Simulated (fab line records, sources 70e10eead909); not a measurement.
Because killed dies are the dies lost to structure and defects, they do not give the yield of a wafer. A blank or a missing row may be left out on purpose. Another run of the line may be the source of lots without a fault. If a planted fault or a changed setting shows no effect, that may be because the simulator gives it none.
What tool caused it? / flow nandHarc / 36 wafers from 12 lots sampled at 2 of the route's 1159 steps

WHAT THE GAUGES READ, wafer by wafer
NHARC_P_CONTACT_CD_MEAS_19.
lot=L075; measured=day 5 20:26; on=cdSem-01; cdNm (nm)=89.3 91.2 89.7
lot=L077; measured=day 6 08:02; on=cdSem-01; cdNm (nm)=91.7 89.3 92.5
lot=L079; measured=day 6 14:39; on=cdSem-03; cdNm (nm)=89.7 90.4 91.1
lot=L081; measured=day 7 11:05; on=cdSem-01; cdNm (nm)=90.0 92.1 93.0
lot=L083; measured=day 8 02:04; on=cdSem-03; cdNm (nm)=89.7 88.7 89.8
lot=L085; measured=day 8 08:43; on=cdSem-02; cdNm (nm)=90.0 88.2 91.1
lot=L086; measured=day 9 01:37; on=cdSem-03; cdNm (nm)=89.9 90.1 91.4
lot=L089; measured=day 9 10:14; on=cdSem-01; cdNm (nm)=90.6 91.5 90.4
lot=L092; measured=day 10 01:25; on=cdSem-02; cdNm (nm)=89.6 91.1 90.2
lot=L094; measured=day 10 19:12; on=cdSem-01; cdNm (nm)=89.2 88.8 92.0
lot=L093; measured=day 11 01:49; on=cdSem-02; cdNm (nm)=90.0 90.1 88.6
lot=L097; measured=day 11 10:06; on=cdSem-01; cdNm (nm)=89.1 89.5 88.9

TOOL THAT RAN EACH LOT (tool first, then ch and the chambers of the sampled wafers, then the start)
lot=L075; NHARC_P_GATE_STRIP_76=plasmaAsher-01 ch 0,1, day 5 13:17
lot=L077; NHARC_P_GATE_STRIP_76=plasmaAsher-01 ch 0,1, day 6 01:29
lot=L079; NHARC_P_GATE_STRIP_76=plasmaAsher-02 ch 0, day 6 07:50
lot=L081; NHARC_P_GATE_STRIP_76=plasmaAsher-01 ch 0,1, day 7 03:59
lot=L083; NHARC_P_GATE_STRIP_76=plasmaAsher-02 ch 0,1, day 7 19:25
lot=L085; NHARC_P_GATE_STRIP_76=plasmaAsher-01 ch 0,1, day 8 01:45
lot=L086; NHARC_P_GATE_STRIP_76=plasmaAsher-01 ch 0,1, day 8 18:49
lot=L089; NHARC_P_GATE_STRIP_76=plasmaAsher-01 ch 0,1, day 9 03:32
lot=L092; NHARC_P_GATE_STRIP_76=plasmaAsher-02 ch 1, day 9 18:15
lot=L094; NHARC_P_GATE_STRIP_76=plasmaAsher-02 ch 0,1, day 10 12:30
lot=L093; NHARC_P_GATE_STRIP_76=plasmaAsher-01 ch 0,1, day 10 19:24
lot=L097; NHARC_P_GATE_STRIP_76=plasmaAsher-01 ch 1, day 11 03:08
- NHARC_P_GATE_STRIP_76: strips in O2.

THE ANSWER, worked out from the rows above alone
Rule: what is usual is taken from the lots themselves. The widest of any qualifying gaps counts: lots, ordered by their means at a reading, are off when they make up no more than a third of the lots, leave a main group of 4 or more, and stand apart from it by 3 or more times the standard deviation of that group's means. Not used: any main group whose means are identical at the precision the tables above print for the reading. A lot without any number at a reading at which 4 lots or more have one is off too. The other lots that the step has rows for count as sound.
None of the lots is off at any reading shown; this tells nothing.

WHAT THE SIMULATOR HAD PUT IN
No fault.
